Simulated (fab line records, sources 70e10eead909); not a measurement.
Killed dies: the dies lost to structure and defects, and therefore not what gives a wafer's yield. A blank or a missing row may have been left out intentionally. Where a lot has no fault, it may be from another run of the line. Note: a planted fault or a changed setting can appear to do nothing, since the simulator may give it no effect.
Which tool is to blame? | flow nand-harc | Sampling: 14 lots, 42 wafers, 2 of 1302 route steps

## WHAT THE GAUGES READ, wafer by wafer
NHARC_A_M0_CD_MEAS_09: the cd target is 80 nm. Usual: 79.5 nm for cd-nm, sd 0.66.
lot  | measured     | on        | cd-nm (nm)     | flag
L532 | day 22 12:22 | cd-sem-02 | 79.7 78.7 79.6 |
L534 | day 23 12:52 | cd-sem-02 | 79.3 80.1 80.1 |
L535 | day 24 03:42 | cd-sem-02 | 80.0 78.4 79.5 |
L536 | day 24 05:05 | cd-sem-01 | 79.5 79.5 79.0 |
L537 | day 25 07:16 | cd-sem-03 | 80.4 81.0 79.9 |
L544 | day 27 17:20 | cd-sem-01 | 78.5 79.3 79.4 |
L546 | day 28 09:17 | cd-sem-01 | 80.5 78.8 78.4 |
L545 | day 28 10:39 | cd-sem-03 | 78.3 78.4 79.5 |
L550 | day 30 11:28 | cd-sem-02 | 79.8 79.4 79.4 |
L551 | day 30 12:58 | cd-sem-02 | 79.4 78.6 79.6 |
L552 | day 30 23:04 | cd-sem-03 | 79.5 80.2 79.4 |
L553 | day 31 01:31 | cd-sem-03 | 79.7 80.4 79.3 |
L554 | day 32 03:53 | cd-sem-01 | 80.1 80.1 79.0 |
L555 | day 32 15:10 | cd-sem-02 | 79.3 79.3 79.6 |

NHARC_A_M0_CD_MEAS_16. Usual: 79.5 nm for cd-nm, sd 0.97.
lot  | measured     | on        | cd-nm (nm)     | flag
L532 | day 22 12:51 | cd-sem-01 | 79.9 80.2 78.9 |
L534 | day 23 13:21 | cd-sem-03 | 79.9 79.5 80.2 |
L535 | day 24 04:11 | cd-sem-02 | 80.1 78.0 79.2 |
L536 | day 24 05:34 | cd-sem-01 | 79.1 79.0 79.8 |
L537 | day 25 07:46 | cd-sem-01 | 79.8 80.6 79.7 |
L544 | day 27 17:52 | cd-sem-01 | 79.2 78.5 80.3 |
L546 | day 28 09:49 | cd-sem-03 | 80.8 79.4 79.0 |
L545 | day 28 11:11 | cd-sem-01 | 78.3 78.8 78.7 |
L550 | day 30 11:56 | cd-sem-01 | 80.7 80.7 79.3 |
L551 | day 30 13:28 | cd-sem-01 | 79.6 77.3 79.1 |
L552 | day 30 23:35 | cd-sem-02 | 79.4 79.2 79.4 |
L553 | day 31 02:00 | cd-sem-01 | 80.6 79.9 80.5 |
L554 | day 32 04:23 | cd-sem-02 | 80.1 80.0 78.5 |
L555 | day 32 15:38 | cd-sem-02 | 79.1 78.8 78.9 |

## EACH LOT AND THE TOOL THAT RAN IT (in order: tool; ch and the chambers of the sampled wafers; start)
Record: no process step prior to these readings.

## AS READ BY THE TOOLS THEMSELVES (means over the sampled wafers that have a number; for cases with no such wafer, the mark the record gives instead)
The record holds no such reading with a usual standard deviation.

## THE ANSWER, worked out from the rows above alone
Rule: a lot is off if the mean of its wafers that have a number lies more than 3 standard deviations from the usual mean. A lot without any number at a reading at which 4 lots or more have one is off too. The other lots that the step has rows for count as sound. The gauges are gone through in route order, then the tools' own readings, and for those a lot's mean is taken as printed above. The first step at which some lot is off is used, and at that step the reading that is off furthest; a lot without a number counts as furthest.
No lot is off on any of the readings shown, so nothing can be concluded from this.

## WHAT THE SIMULATOR HAD INSERTED
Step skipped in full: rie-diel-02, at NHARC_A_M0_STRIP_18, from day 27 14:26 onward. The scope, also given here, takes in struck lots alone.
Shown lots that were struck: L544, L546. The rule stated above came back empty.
